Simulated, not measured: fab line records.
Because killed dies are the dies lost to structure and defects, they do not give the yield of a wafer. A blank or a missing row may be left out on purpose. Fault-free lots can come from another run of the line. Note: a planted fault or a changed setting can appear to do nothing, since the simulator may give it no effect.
Split-lot study | flow n5-finfet | 21 wafers read across 7 lots, on a route 1938 steps long

ON THE SPLIT
At N5_DUMMY_GATE_COAT_28 (time 60 s, resist thk 10 nm), the setting spin-rpm was moved away from the recipe's 1500 rpm on 8 of the 21 wafers read, by +6.6% to +10.2%. This setting was run at the recipe's value on the other wafers.

The reading is taken at the split's own step.

THE READING
underlayer_of_DUMMY_GATE_COAT_28.thk-nm (the simulator's own value, which no gauge read), in nm, at N5_DUMMY_GATE_COAT_28 (time 60 s, resist thk 10 nm). No usual value for it is given in the file.

wafer  | tool, chamber at the split | spin-rpm as run, rpm | against the recipe | underlayer_of_DUMMY_GATE_COAT_28.thk-nm, nm | against lot-mates on the recipe
L074.1 | litho-track-03, 0          | 1653                 | +10.2%             | 9.6                                         | -0.4
L074.5 | litho-track-03, 0          | 1653                 | +10.2%             | 9.6                                         | -0.4
L074.2 | litho-track-03, 0          | 1500                 | recipe             | 10                                          | -
L076.3 | litho-track-04, 0          | 1620                 | +8.0%              | 9.6                                         | -0.4
L076.4 | litho-track-04, 0          | 1620                 | +8.0%              | 9.6                                         | -0.4
L076.6 | litho-track-04, 0          | 1500                 | recipe             | 10                                          | -
L077.4 | litho-track-02, 0          | 1500                 | recipe             | 10                                          | -
L077.5 | litho-track-02, 0          | 1500                 | recipe             | 10                                          | -
L077.6 | litho-track-02, 0          | 1500                 | recipe             | 10                                          | -
L078.2 | litho-track-04, 0          | 1500                 | recipe             | 10                                          | -
L078.6 | litho-track-04, 0          | 1500                 | recipe             | 10                                          | -
L078.3 | litho-track-04, 0          | 1599                 | +6.6%              | 9.8                                         | -0.2
L086.1 | litho-track-04, 0          | 1653                 | +10.2%             | 9.6                                         | -0.4
L086.3 | litho-track-04, 0          | 1653                 | +10.2%             | 9.6                                         | -0.4
L086.2 | litho-track-04, 0          | 1500                 | recipe             | 10                                          | -
L087.2 | litho-track-02, 0          | 1500                 | recipe             | 10                                          | -
L087.5 | litho-track-02, 0          | 1500                 | recipe             | 10                                          | -
L087.6 | litho-track-02, 0          | 1644                 | +9.6%              | 9.6                                         | -0.4
L091.2 | litho-track-04, 0          | 1500                 | recipe             | 10                                          | -
L091.3 | litho-track-04, 0          | 1500                 | recipe             | 10                                          | -
L091.4 | litho-track-04, 0          | 1500                 | recipe             | 10                                          | -

FIT RESULTS
A straight line over all 21 wafers: underlayer_of_DUMMY_GATE_COAT_28.thk-nm changes by -0.041 nm for each +1% of spin-rpm; r = -0.99; the points scatter about the line by 0.03 nm.
The same after taking each lot's own level away (the mean of its wafers on the recipe; 21 wafers): -0.041 nm for each +1%; r = -0.99; scatter 0.03 nm.
Per that fit: largest spin-rpm move, reading shift of 0.42 nm.
The lots' own levels span 10.00 to 10.00 nm.
The two slopes are in agreement: the lot-to-lot level therefore moves the slope only a little.
Check: for one of the wafers moved furthest among these (+10.2%), held out of the fit, the line's prediction against its lot-mates is -0.422 nm. It came out at -0.4 nm against them.

ADDITIONAL SPLITS CARRIED BY THESE WAFERS
Note: prior to the reading, these wafers also went through further splits. Each is held against what the fit with the lots' levels taken away leaves over:
other split on the same wafers        | wafers away from the commonest value | r with underlayer_of_DUMMY_GATE_COAT_28.thk-nm (lot level and that fit taken away)
N5_WELL_APT_COAT_02 spin-rpm          | 7                                    | +0.25
N5_WELL_APT_PEB_23 peb-temp-c         | 4                                    | -0.33
N5_WELL_APT_DEVELOP_24 develop-time-s | 10                                   | +0.21
N5_FIN_SAQP_PECVD_48 time-s           | 10                                   | -0.17
N5_FIN_SAQP_DEVELOP_15 develop-time-s | 8                                    | +0.65
N5_FIN_CUT_CUT_ETCH_26 source-w       | 8                                    | -0.53
N5_DUMMY_GATE_CVD_03 temp-c           | 15                                   | +0.53

FILE'S OWN FIT
underlayer_of_DUMMY_GATE_COAT_28.thk-nm changes by -0.0405 nm for each +1% of spin-rpm, r = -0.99.
